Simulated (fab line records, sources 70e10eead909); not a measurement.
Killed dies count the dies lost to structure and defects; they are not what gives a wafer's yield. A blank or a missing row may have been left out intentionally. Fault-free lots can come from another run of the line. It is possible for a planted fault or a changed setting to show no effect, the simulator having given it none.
Code-filled problem report in 8D (eight disciplines) form | flow nand-harc | the parts of the form that need people (team, actions taken, sign-off) are left out

## 1. THE ISSUE
rf-fwd-power-W at NHARC_THIN_TSV_ETCH_44 reads a mean of 179.2 W on 1 wafer of 1 lot; wafers without a fault read 299.7 W with a standard deviation of 0.93. So: -99 or more standard deviations from the usual mean.
The step: etches the open film in CF4/O2, target depth 1594.2 nm, time 797.1 s.
Earliest sighting: wafer L395.2 on rie-diel-07 at day 27 08:23. The record has a number at this step for 39 wafers belonging to 13 lots. The rule behind "out" and "out of limits": a value lying over 4 standard deviations away from the usual mean. All remaining wafers that have a number are taken as sound.

## 2. WHAT IT IS AND WHAT IT IS NOT
question                    | is                             | is not
which readings at this step | rf-fwd-power-W, oes-product-au | drypump-motor-current-A, rf-vpp-V, showerhead-plenum-p-Torr, throttle-valve-pct
which lots                  | L395                           | L388, L391, L393, L396, L401, L403, L404, L405, L406, L407, L408, L409
which wafers of those lots  | L395.2                         | L395.4, L395.5
read on which tools         | rie-diel-07                    | rie-diel-02
when                        | from day 27 08:23              | up to then (11 sound wafers); but 27 sound wafers of L396, L401, L403, L404, L405, L406, L407, L408, L409 came after

## 3. WHAT RULES OUT EACH SUSPECT
Counting: any tool at a process step up to the reading remains a suspect provided it ran every lot that is out. Sound lots after the first of them don't rule it out here, since some wafers of a struck lot are sound.
- pvd-sputter-02 at NHARC_A_BONDPAD_PRE_CLEAN_26 (time 30 s): kept. It ran the lot that is out, L395 (day 27 08:16). With no start given for some of its lots, NHARC_A_BONDPAD_PRE_CLEAN_26 uses the hours and lot order of NHARC_THIN_TSV_DESCUM_14.
- rie-diel-07 at NHARC_THIN_TSV_DESCUM_14 (chemistry O2, time 3 s): kept. It ran the lot that is out, L395 (day 27 08:16); its last sound lot up to then is L391 (day 26 00:34).
- rie-diel-07 at NHARC_THIN_TSV_ETCH_44 (etches the open film in CF4/O2, target depth 1594.2 nm, time 797.1 s): kept. It ran the lot that is out, L395 (day 27 08:23); its last sound lot up to then is L391 (day 26 00:39). Its own readings are out on those wafers: oes-product-au, rf-fwd-power-W.
- rie-diel-07, NHARC_THIN_TSV_DESCUM_14: wafers that are out in chamber 2, sound lot-mates in chambers 0, 3.
- rie-diel-07, NHARC_THIN_TSV_ETCH_44: wafers that are out in chamber 0, sound lot-mates in chambers 1, 3.
After the count, these remain: pvd-sputter-02 at NHARC_A_BONDPAD_PRE_CLEAN_26, rie-diel-07 at NHARC_THIN_TSV_DESCUM_14 and rie-diel-07 at NHARC_THIN_TSV_ETCH_44.

## 4. THE CAUSE (what the simulator had put in)
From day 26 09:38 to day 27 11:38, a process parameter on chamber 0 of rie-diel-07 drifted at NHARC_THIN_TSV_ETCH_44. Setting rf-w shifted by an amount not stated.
After counting, 3 suspects remain, this tool included.

## 5. THE EFFECT CHAIN, in route order
Each row: a reading whose mean over the struck wafers that have a number lies more than 3 standard deviations from the usual. Readings are gone through only where the record gives a usual standard deviation; hours: the median, over the lots, of the time from a lot's start at the first step in this table giving one to that lot's start at this step; sigmas: the change measured in usual standard deviations.
hours | step                   | reading        | usual      | on struck wafers | change | sigmas
0     | NHARC_THIN_TSV_ETCH_44 | oes-product-au | 0.996 a.u. | 0.748            | -0.248 | -34
0     | NHARC_THIN_TSV_ETCH_44 | rf-fwd-power-W | 299.7 W    | 179.2            | -120.5 | -99 or more
Here are the process steps it includes:
- NHARC_THIN_TSV_ETCH_44: etches the open film in CF4/O2, target depth 1594.2 nm, time 797.1 s.

## 6. HOW IT WOULD HAVE BEEN CAUGHT EARLIER
In this record no reading fell out of limits until day 27 08:23, 23 hours after the fault had begun at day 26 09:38.
